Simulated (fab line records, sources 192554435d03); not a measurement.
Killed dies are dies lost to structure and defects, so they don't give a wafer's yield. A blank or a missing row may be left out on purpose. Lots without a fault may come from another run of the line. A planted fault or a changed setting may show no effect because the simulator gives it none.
Chamber matching | flow n5_finfet | N5_BEOL_M7_PECVD_70 on pecvd-04: 3 sister chambers
The step deposits SiO2 from TEOS/O2, target thk 20 nm, time 22.7 s. 14 wafers are shown with their chamber, then 7 later ones without.

WAFERS WITH THEIR CHAMBER
wafer  | chamber | showerhead_plenum_p_Torr (Torr) | throttle_valve_pct (%) | heater_power_w (W)
L417.1 | 2       | 8.87                            | 21.5                   | 943
L417.3 | 1       | 8.68                            | 21.2                   | 617
L417.6 | 1       | 8.68                            | 21.6                   | 619
L421.1 | 2       | 8.87                            | 21.8                   | 989
L421.3 | 1       | 8.68                            | 21.2                   | 737
L421.4 | 0       | 8.84                            | 23.1                   | 741
L422.1 | 2       | 8.84                            | 21.7                   | 981
L422.4 | 1       | 8.67                            | 21.4                   | 748
L422.6 | 2       | 8.87                            | 21.7                   | 953
L423.1 | 2       | 8.87                            | 21.7                   | 858
L423.4 | 0       | 8.87                            | 23.3                   | 778
L423.6 | 2       | 8.86                            | 21.4                   | 822
L435.1 | 2       | 8.86                            | 21.9                   | 876
L435.2 | 0       | 8.85                            | 23.3                   | 670

SIGNATURES (means of the wafers above)
reading                  | chamber 0 | chamber 1 | chamber 2 | scatter within a chamber
showerhead_plenum_p_Torr | 8.8533    | 8.6775    | 8.8629    | 0.0108
throttle_valve_pct       | 23.233    | 21.350    | 21.671    | 0.168
heater_power_w           | 729.67    | 680.25    | 917.43    | 65.4
Rule: a wafer's distance from a chamber is the root of the sum, over the readings, of the square of ((its reading less the chamber's mean) divided by the reading's scatter). The wafer belongs to the nearest chamber; if the next one is less than 2 further off, it can't be placed. The scatter: the root of (the sum of the squares of (reading less its chamber's mean) over the shown wafers, divided by (wafers less chambers)).

WAFERS WITHOUT THEIR CHAMBER
wafer  | showerhead_plenum_p_Torr (Torr) | throttle_valve_pct (%) | heater_power_w (W)
L435.6 | 8.82                            | 23.1                   | 658
L436.1 | 8.69                            | 21.0                   | 678
L436.4 | 8.83                            | 21.7                   | 873
L436.6 | 8.69                            | 21.5                   | 655
L439.2 | 8.83                            | 22.9                   | 741
L439.4 | 8.68                            | 21.4                   | 704
L439.5 | 8.85                            | 21.6                   | 817

WHICH CHAMBER EACH WENT THROUGH
wafer  | from the rows above | in truth
L435.6 | 0                   | 0
L436.1 | 1                   | 1
L436.4 | 2                   | 2
L436.6 | 1                   | 1
L439.2 | 0                   | 0
L439.4 | 1                   | 1
L439.5 | 2                   | 2
Placed correctly: 7 of 7. Can't be placed from these rows: 0. Placed wrongly: 0.
